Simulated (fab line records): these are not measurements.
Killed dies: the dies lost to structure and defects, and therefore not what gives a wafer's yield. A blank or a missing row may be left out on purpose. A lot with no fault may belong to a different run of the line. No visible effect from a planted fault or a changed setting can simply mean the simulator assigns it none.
fab line records	flow n5_finfet
[record] lots = 5	wafers = 15	last_day = 19
route steps=1938 shown HKMG_FIN@385 BEOL_M4@1111
lots that met no fault: taken from a fault-free run of the same line
start_h: the number of hours between the record's first day and the start of the first shown wafer of the lot	wait_h: how many hours have passed since the lot's step before this one	" unchanged from the row above	L1.1+2: one row covering several wafers at once	- no value, or no start was given	* or withheld: withheld	< > ~ a bound
route shown NAME@n: a module of which the file shows steps, and the number in the route of the first	usual: mean/standard deviation of fault-free wafers	same: alike in all rows	chamber/n: place in a boat	sites: the reading at each site	_std_site: the standard deviation of these	_edge_site: mean of outer sites minus mean of inner sites	radius_mm: how far each site lies from the wafer's centre	mask NAME#n: copy n	behind: tool/chamber where the wafer was last shaped	hold: reason for holding the lot/hours on hold/outcome of the hold	device: which transistor (n, p or np) failed to switch	end of line: tests of these same wafers at the route's end	for a step that has no rows: nothing shown but its recipe	killed: dies that structure and defects cost at the first sort, which is not the same as the wafer's yield	map: a wafer's dies, marking killed ones x, the rest . and places with no die _
set.NAME: the setting the step ran with; set.NAME@STEP: the setting that earlier step ran with	model.NAME: the simulator's own value behind a step, which no gauge read
certain route steps with their lots: each step a table, each wafer a row
services: when a tool's chamber went out of use (start_h, in hours from the record's first day, below 0 if earlier), for how many hours, and the reason
[[steps]]
[step N5_HKMG_FIN_IL_REGROW_00]
[recipe] material = SiO2	target_thk_a = 7.5	chemistry = O3	temp_c = withheld	time_s = 30
[step N5_HKMG_FIN_HK_ALD_01]
[recipe] material = HfO2	target_thk_a = 16	temp_c = withheld	ald_precursor_family = HfCl4	ald_co_reactant = H2O	pulse_time_s = 3	purge_time_s = 3	co_reactant_purge_time_s = 2.5	co_reactant_pulse_time_s = 0.3	ald_cycles = 30
[usual] precursor_pulse_height_rel = 1.001/0.02
lot.wafer	tool	chamber	start_h	wait_h	precursor_pulse_height_rel
L890.1	ald_hk-01	1	70.75	0.0	0.981
L890.5	"	1	"	"	0.978
L890.6	"	2	"	"	0.980
L893.1	ald_hk-03	1	94.26	0.0	1.007
L893.2	"	2	"	"	1.028
L893.6	"	3	"	"	0.992
L903.1	ald_hk-02	1	151.14	0.0	1.006
L903.2	"	3	"	"	0.987
L903.6	"	0	"	"	1.020
L905.2	ald_hk-01	2	160.46	0.0	1.008
L905.5	"	0	"	"	1.046
L905.6	"	1	"	"	0.963
L912.3	ald_hk-03	0	202.14	0.0	0.990
L912.5	"	3	"	"	1.009
L912.6	"	0	"	"	1.009
[step N5_HKMG_FIN_HK_ANNEAL_02]
[recipe] temp_c = 700	time_s = 30	ambient = N2	idle_temp_c = 600	ramp_up_c_per_s = 150	ramp_down_c_per_s = 60	cool_to_c = 600
[usual] lamp_power_pct = 8.79/0.057	wafer_temp_C_max = 702.9/0.63
lot.wafer	tool	chamber	start_h	wait_h	lamp_power_pct	wafer_temp_C_max
L890.1	rtp_anneal-02	0	71.11	0.3	8.81	703.6
L890.5	"	0	"	"	8.78	703.2
L890.6	"	0	"	"	8.79	704.3
L893.1	rtp_anneal-01	0	94.58	0.2	8.81	703.8
L893.2	"	0	"	"	8.77	701.6
L893.6	"	0	"	"	8.64	703.1
L903.1	rtp_anneal-01	0	151.43	0.2	8.72	702.4
L903.2	"	0	"	"	8.79	703.4
L903.6	"	0	"	"	8.88	702.3
L905.2	rtp_anneal-01	0	160.68	0.1	8.65	702.3
L905.5	"	0	"	"	8.81	704.3
L905.6	"	0	"	"	8.88	703.2
L912.3	rtp_anneal-01	0	202.39	0.2	8.81	704.0
L912.5	"	0	"	"	9.01	703.1
L912.6	"	0	"	"	8.81	703.0
[step N5_HKMG_FIN_ALD_74]
[recipe] material = La2O3	target_thk_a = 5	temp_c = 250	ald_precursor_family = La-Cp	ald_co_reactant = O3	pulse_time_s = 6	co_reactant_pulse_time_s = 1	purge_time_s = 3	co_reactant_purge_time_s = 3
[usual] heater_power_w = 358/24	precursor_pulse_height_rel = 0.998/0.019
lot.wafer	tool	chamber	start_h	wait_h	heater_power_w	precursor_pulse_height_rel
L890.1	ald_hk-03	0	71.33	0.2	376	0.996
L890.5	"	2	"	"	395	1.011
L890.6	"	1	"	"	403	1.001
L893.1	ald_hk-02	1	94.80	0.2	350	1.008
L893.2	"	2	"	"	361	0.960
L893.6	"	2	"	"	357	1.009
L903.1	ald_hk-01	2	151.64	0.2	341	0.980
L903.2	"	3	"	"	401	0.971
L903.6	"	2	"	"	340	0.996
L905.2	ald_hk-03	3	160.86	0.2	314	0.997
L905.5	"	2	"	"	388	1.020
L905.6	"	3	"	"	319	1.020
L912.3	ald_hk-01	1	202.54	0.1	372	0.993
L912.5	"	2	"	"	342	0.976
L912.6	"	1	"	"	370	1.025
[step N5_HKMG_FIN_ALD_75]
[recipe] material = Al2O3	target_thk_a = 10	temp_c = 150	ald_precursor_family = TMA	ald_co_reactant = H2O	pulse_time_s = withheld	co_reactant_pulse_time_s = 1
[usual] heater_power_w = 154/11	precursor_pulse_height_rel = 0.999/0.021
lot.wafer	tool	chamber	start_h	wait_h	heater_power_w	precursor_pulse_height_rel
L890.1	ald_hk-03	0	71.41	0.0	163	1.039
L890.5	"	2	"	"	170	0.970
L890.6	"	1	"	"	169	1.011
L893.1	ald_hk-02	1	94.87	0.0	149	0.993
L893.2	"	2	"	"	156	1.025
L893.6	"	2	"	"	160	0.978
L903.1	ald_hk-01	2	151.72	0.0	148	0.990
L903.2	"	3	"	"	169	1.031
L903.6	"	2	"	"	150	0.998
L905.2	ald_hk-03	3	160.94	0.0	136	1.026
L905.5	"	2	"	"	168	1.006
L905.6	"	3	"	"	138	1.045
L912.3	ald_hk-01	1	202.62	0.0	162	0.991
L912.5	"	2	"	"	143	1.005
L912.6	"	1	"	"	158	0.992
[step N5_HKMG_FIN_COAT_41]
[recipe] resist = SOC	temp_c = 250	time_s = 60	spin_rpm = 1500	resist_thk_nm = 300
[step N5_HKMG_FIN_COAT_42]
[recipe] resist = SiARC	temp_c = 220	time_s = 60	spin_rpm = 1500	resist_thk_nm = 35
[step N5_HKMG_FIN_COAT_43]
[recipe] resist = CAR-ArF	spin_rpm = 1500	resist_thk_nm = 90
[step N5_HKMG_FIN_EBR_45]
[recipe] solvent = PGMEA	ebr_width_mm = 1.5
[step N5_HKMG_FIN_SOFTBAKE_44]
[recipe] temp_c = 110	time_s = 60	resist = CAR-ArF
[step N5_HKMG_FIN_EXPOSE_46]
[recipe] mask_id = NDIPOLE	na = 1.35	source_shape = conventional	sigma_outer = 0.8	polarization = unpolarized	dose_mj = 40
[step N5_HKMG_FIN_PEB_47]
[recipe] peb_temp_c = withheld	peb_time_s = 60	resist = CAR-ArF
[step N5_HKMG_FIN_DEVELOP_48]
[recipe] develop_time_s = 30	developer = TMAH	resist = CAR-ArF	rinse_liquid = diw	dry = air_spin	dev_temp_c = 23
[usual] exhaust_pa = 44.9/0.86
lot.wafer	tool	chamber	start_h	wait_h	exhaust_pa
L890.1	litho_track-05	0	71.81	-	44.4
L890.5	"	0	"	"	43.8
L890.6	"	0	"	"	44.4
L893.1	litho_track-01	0	95.16	-	44.7
L893.2	"	0	"	"	43.8
L893.6	"	0	"	"	45.1
L903.1	litho_track-03	0	152.13	-	45.1
L903.2	"	0	"	"	44.4
L903.6	"	0	"	"	43.9
L905.2	litho_track-05	0	161.35	-	46.8
L905.5	"	0	"	"	46.1
L905.6	"	0	"	"	46.0
L912.3	litho_track-01	0	203.03	-	45.1
L912.5	"	0	"	"	47.2
L912.6	"	0	"	"	45.1
[step N5_HKMG_FIN_CD_MEAS_49]
[recipe] target_cd_nm = 202	landing_energy_ev = 500	detector = se_inlens	polarity = opening
[usual] cd_nm = 202.2/0.71
lot.wafer	tool	chamber	start_h	wait_h	cd_nm
L890.1	cd_sem-02	0	71.87	-	201.8
L890.5	"	0	"	"	201.4
L890.6	"	0	"	"	201.5
L893.1	cd_sem-02	0	95.21	-	203.1
L893.2	"	0	"	"	201.1
L893.6	"	0	"	"	203.0
L903.1	cd_sem-01	0	152.18	-	202.9
L903.2	"	0	"	"	202.1
L903.6	"	0	"	"	203.2
L905.2	cd_sem-03	0	161.41	-	202.8
L905.5	"	0	"	"	199.4
L905.6	"	0	"	"	202.8
L912.3	cd_sem-01	0	203.09	-	200.9
L912.5	"	0	"	"	200.8
L912.6	"	0	"	"	201.8
[step N5_HKMG_FIN_OVL_MEAS_50]
[recipe] points_per_wafer = 44
[usual] NDIPOLE_OVL = 0.1/0.72
lot.wafer	tool	chamber	start_h	wait_h	NDIPOLE_OVL[nm]
L890.1	overlay-02	0	71.90	0.0	0.9
L890.5	"	0	"	"	0.3
L890.6	"	0	"	"	1.1
L893.1	overlay-02	0	95.24	0.0	-1.5
L893.2	"	0	"	"	-0.2
L893.6	"	0	"	"	0.5
L903.1	overlay-01	0	152.21	0.0	0.4
L903.2	"	0	"	"	0.8
L903.6	"	0	"	"	-0.3
L905.2	overlay-01	0	161.44	0.0	0.8
L905.5	"	0	"	"	-0.5
L905.6	"	0	"	"	1.3
L912.3	overlay-02	0	203.12	0.0	0.3
L912.5	"	0	"	"	-0.1
L912.6	"	0	"	"	0.5
[step N5_HKMG_FIN_INSPECT_61]
[recipe] mode = adi	inspect_instrument = macro
[usual] raw_defect_count = 2.1/1.4
lot.wafer	tool	chamber	start_h	wait_h	raw_defect_count
L890.1	defect_inspect-01	-	71.93	0.0	5
L890.5	"	-	"	"	3
L890.6	"	-	"	"	5
L893.1	defect_inspect-01	-	95.27	0.0	2
L893.2	"	-	"	"	1
L893.6	"	-	"	"	0
L903.1	defect_inspect-01	-	152.24	0.0	0
L903.2	"	-	"	"	3
L903.6	"	-	"	"	4
L905.2	defect_inspect-01	-	161.46	0.0	3
L905.5	"	-	"	"	4
L905.6	"	-	"	"	2
L912.3	defect_inspect-01	-	203.14	0.0	1
L912.5	"	-	"	"	1
L912.6	"	-	"	"	3
[step N5_HKMG_FIN_DESCUM_53]
[recipe] chemistry = O2	time_s = 7.9	source_power_w = 50	bias_power_w = 20	pressure_mtorr = 20	rf_frequency_hz = 2.712e+07	temp_c = 40	resist = CAR-ArF	o2_flow_sccm = 225
[usual] chamber_pressure_mTorr = 20.002/0.017	drypump_motor_current_A = 5.8/0.5	oes_product_au = 0.73/0.063	rf_vpp_V = 243.0/1.3	showerhead_plenum_p_Torr = 2.09/0.082	throttle_valve_pct = 20.44/0.28
lot.wafer	tool	chamber	start_h	wait_h	chamber_pressure_mTorr	drypump_motor_current_A	oes_product_au	rf_hours_counter_h	rf_vpp_V	showerhead_plenum_p_Torr	throttle_valve_pct
L890.1	rie_diel-02	0	72.20	0.3	19.999	6.1	0.70	235	241.9	1.99	20.13
L890.5	"	2	"	"	20.021	5.2	0.72	-	243.3	2.07	20.38
L890.6	"	1	"	"	20.006	5.5	0.75	-	242.5	2.10	20.79
L893.1	rie_diel-02	2	95.30	0.0	19.996	5.1	0.70	209	242.9	2.07	20.38
L893.2	"	0	"	"	20.012	6.1	0.68	242	240.5	1.98	20.12
L893.6	"	3	"	"	20.012	6.3	0.76	-	241.1	2.01	20.11
L903.1	rie_diel-06	0	152.43	0.2	20.012	5.9	0.74	178	244.8	2.15	20.44
L903.2	"	1	"	"	19.995	5.2	0.71	187	243.7	2.19	20.52
L903.6	"	2	"	"	19.993	6.2	0.69	-	243.2	2.18	20.59
L905.2	rie_diel-02	3	161.49	0.0	20.014	6.3	0.74	173	241.6	2.00	20.14
L905.5	"	1	"	"	19.997	5.5	0.73	-	243.4	2.08	20.82
L905.6	"	2	"	"	20.013	5.2	0.68	-	242.9	2.06	20.42
L912.3	rie_diel-06	2	203.18	0.0	20.004	6.2	0.68	227	244.7	2.17	20.59
L912.5	"	2	"	"	20.001	6.2	0.68	-	243.1	2.17	20.61
L912.6	"	1	"	"	19.985	5.2	0.69	-	244.6	2.18	20.54
[step N5_HKMG_FIN_ETCH_54]
[recipe] chemistry = CF4	target = SiARC	target_depth_a = 455	mask_material = CAR-ArF	time_s = 75.8	ion_energy_ev = 80	pressure_mtorr = 40	source_w = 545	bias_w = 36	Ar_flow_sccm = 100	cf4_flow_sccm = 100	ends = cleared
[usual] chamber_pressure_mTorr = 40.01/0.039	drypump_motor_current_A = 5.8/0.5	etch_rf_on_time_s = 75.3/1.7	oes_product_au = 0.63/0.055	rf_vpp_V = 184.0/1.3	showerhead_plenum_p_Torr = 2.14/0.076	throttle_valve_pct = 15.65/0.24
lot.wafer	tool	chamber	start_h	wait_h	chamber_pressure_mTorr	drypump_motor_current_A	etch_rf_on_time_s	oes_product_au	rf_hours_counter_h	rf_vpp_V	showerhead_plenum_p_Torr	throttle_valve_pct	model.HKMG_FIN.cd_offset_nm
L890.1	rie_diel-02	0	72.24	0.0	39.94	6.1	74.9	0.59	235	182.6	2.03	15.36	-0.4
L890.5	"	2	"	"	40.05	5.1	73.9	0.62	-	183.6	2.14	15.70	-0.4
L890.6	"	1	"	"	40.01	5.5	76.5	0.64	-	185.0	2.12	15.88	-1
L893.1	rie_diel-02	2	95.34	0.0	39.97	5.2	75.0	0.61	209	183.2	2.14	15.72	1
L893.2	"	0	"	"	40.04	6.1	77.0	0.58	242	182.5	2.03	15.38	-0.6
L893.6	"	3	"	"	40.00	6.4	74.8	0.65	-	183.9	2.06	15.33	0.8
L903.1	rie_diel-06	0	152.46	0.0	40.02	5.9	77.0	0.63	178	184.7	2.21	15.75	0.8
L903.2	"	1	"	"	40.05	5.2	73.4	0.61	187	185.7	2.22	15.67	0
L903.6	"	2	"	"	40.03	6.1	78.4	0.59	-	185.9	2.19	15.62	1.2
L905.2	rie_diel-02	3	161.53	0.0	40.01	6.4	74.9	0.63	173	182.3	2.05	15.39	1
L905.5	"	1	"	"	40.02	5.5	76.3	0.62	-	183.4	2.11	15.95	-2.8
L905.6	"	2	"	"	39.97	5.2	74.7	0.60	-	184.0	2.13	15.76	0.6
L912.3	rie_diel-06	2	203.21	0.0	40.03	6.2	78.7	0.57	227	185.6	2.19	15.66	-0.6
L912.5	"	2	"	"	40.01	6.1	78.3	0.57	-	185.5	2.19	15.66	-1
L912.6	"	1	"	"	39.94	5.2	75.3	0.60	-	183.7	2.21	15.70	-0.4
[step N5_HKMG_FIN_ETCH_55]
[recipe] chemistry = N2/H2	target = SOC	target_depth_a = 2400	temp_c = 40	time_s = 300	ion_energy_ev = 200	mask_material = SiARC	pressure_mtorr = 30	source_w = 840	bias_w = 150	n2_flow_sccm = 200	h2_flow_sccm = 200
[usual] chamber_pressure_mTorr = 30.001/0.027	drypump_motor_current_A = 5.8/0.5	oes_product_au = 0.74/0.067	rf_vpp_V = 523.7/2.7	showerhead_plenum_p_Torr = 2.53/0.096	throttle_valve_pct = 17.87/0.3
lot.wafer	tool	chamber	start_h	wait_h	chamber_pressure_mTorr	drypump_motor_current_A	oes_product_au	rf_hours_counter_h	rf_vpp_V	showerhead_plenum_p_Torr	throttle_valve_pct	model.HKMG_FIN.cd_offset_nm
L890.1	rie_diel-02	0	72.29	0.0	30.016	6.1	0.70	235	520.0	2.40	17.48	-0.2
L890.5	"	2	"	"	30.056	5.2	0.72	-	522.1	2.50	17.76	-0.6
L890.6	"	1	"	"	30.015	5.5	0.74	-	522.8	2.55	18.22	-1
L893.1	rie_diel-02	2	95.39	0.0	29.990	5.1	0.71	209	522.8	2.50	17.79	0.8
L893.2	"	0	"	"	30.045	6.1	0.69	242	520.3	2.40	17.51	-0.6
L893.6	"	3	"	"	30.003	6.4	0.76	-	521.1	2.45	17.58	0.8
L903.1	rie_diel-06	0	152.52	0.0	30.034	5.9	0.74	178	526.0	2.64	18.01	0.4
L903.2	"	1	"	"	30.010	5.2	0.71	187	525.6	2.63	17.75	-0.2
L903.6	"	2	"	"	29.973	6.2	0.68	-	526.5	2.63	18.02	0.8
L905.2	rie_diel-02	3	161.59	0.0	30.042	6.3	0.73	173	520.5	2.44	17.60	1
L905.5	"	1	"	"	30.015	5.5	0.72	-	523.8	2.53	18.27	-2.6
L905.6	"	2	"	"	30.010	5.2	0.69	-	522.7	2.49	17.83	0.2
L912.3	rie_diel-06	2	203.27	0.0	30.042	6.2	0.67	227	526.2	2.62	18.07	-0.4
L912.5	"	2	"	"	30.019	6.2	0.68	-	527.2	2.62	18.06	-0.8
L912.6	"	1	"	"	29.999	5.2	0.70	-	525.9	2.62	17.78	-0.6
[step N5_HKMG_FIN_STRIP_56]
[recipe] chemistry = N2/H2	temp_c = 40	n2_flow_sccm = 200	h2_flow_sccm = 200	rf_frequency_hz = 6e+07
[step N5_BEOL_M4_RC_MEAS_101]
[usual] DIBL_N = 36.3/1.6	DIBL_P = 36.4/2.1	IOFF_N = 0.16/0.032	IOFF_P = 0.22/0.044	ION_N = 675/12	ION_P = 463/8.3	SS_N = 71.6/0.64	SS_P = 73.3/0.67	VT_N = 250/3.3	VT_P = -250/3.7
lot.wafer	tool	chamber	start_h	wait_h	DIBL_N[mV/V]	DIBL_P[mV/V]	IOFF_N[nA/um]	IOFF_P[nA/um]	ION_N[uA/um]	ION_P[uA/um]	SS_N[mV/dec]	SS_P[mV/dec]	VT_N[mV]	VT_P[mV]
L890.1	prober-01	0	221.23	0.0	38.5	39.6	0.22	0.27	675	463	72.4	73.7	247	-250
L890.5	"	0	"	"	35.5	35.8	0.16	0.21	669	457	71.7	72.8	247	-248
L890.6	"	0	"	"	35.7	35.4	0.14	0.19	666	463	71.6	73.0	251	-249
L893.1	prober-02	0	226.12	0.0	37.9	37.7	0.17	0.22	676	462	71.0	73.4	253	-249
L893.2	"	0	"	"	36.7	36.1	0.15	0.20	657	453	71.7	73.3	255	-254
L893.6	"	0	"	"	37.2	36.8	0.15	0.21	660	455	71.8	73.8	253	-252
L903.1	prober-01	0	291.12	0.0	37.7	38.8	0.21	0.25	681	462	72.8	74.3	245	-247
L903.2	"	0	"	"	39.5	42.2	0.26	0.33	704	480	73.4	74.9	245	-244
L903.6	"	0	"	"	36.5	38.8	0.19	0.25	693	476	72.3	73.4	247	-248
L905.2	prober-02	0	306.26	0.9	34.9	36.5	0.16	0.22	686	473	71.5	73.9	248	-252
L905.5	"	0	"	"	33.3	33.8	0.12	0.18	653	452	71.9	72.8	255	-253
L905.6	"	0	"	"	33.3	33.3	0.12	0.18	662	456	70.7	73.7	254	-251
L912.3	prober-02	0	354.79	0.3	38.2	40.3	0.19	0.23	686	464	72.5	74.5	246	-249
L912.5	"	0	"	"	33.0	33.1	0.10	0.13	661	447	71.4	71.3	259	-259
L912.6	"	0	"	"	36.2	37.2	0.14	0.18	674	456	71.7	73.7	252	-254
[[services]]
tool	chamber	start_h	hours	kind
rie_diel-02	-	56.46	2.8	pm
litho_track-05	-	57.55	-	consumable_replace:filter
rtp_anneal-02	-	62.82	5.4	pm
rtp_anneal-01	-	68.38	2.8	pm
rtp_anneal-02	-	71.78	2.9	repair
rie_diel-06	-	79.36	2.8	pm
rie_diel-02	0	115.19	-	clean
rie_diel-02	0	115.19	-	consumable_replace:focus_ring
rie_diel-02	0	115.19	-	consumable_replace:showerhead
rie_diel-02	0	115.19	21.1	scheduled_down
rie_diel-02	0	115.19	21.1	vent_cycle
rie_diel-06	0	119.41	1.3	repair
ald_hk-02	-	187.11	31.2	repair
rie_diel-02	2	187.41	4.7	repair
[[key]]
[first_sign] step = N5_HKMG_FIN_CD_MEAS_49	reading = cd_nm	direction = down	sigmas = 3.9	usual = 202.2	struck = 199.4
effect none on later readings
[model_effect] step = N5_HKMG_FIN_ETCH_54	value = HKMG_FIN.cd_offset_nm	without = -0.6	struck = -2.8
[model_effect] step = N5_HKMG_FIN_ETCH_55	value = HKMG_FIN.cd_offset_nm	without = -0.4	struck = -2.6
met_at N5_HKMG_FIN_DEVELOP_48
struck_wafers L905.5
onset_between 71.81 161.35
[fault] kind = process_parameter_drift	tool = litho_track-05	chamber = -	onset_h = 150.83	steps = N5_HKMG_FIN_DEVELOP_48	channel = develop_time_s	offset = *	shape = step	end_h = 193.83	scope = struck_wafers_only	acts_in = *	stated = *
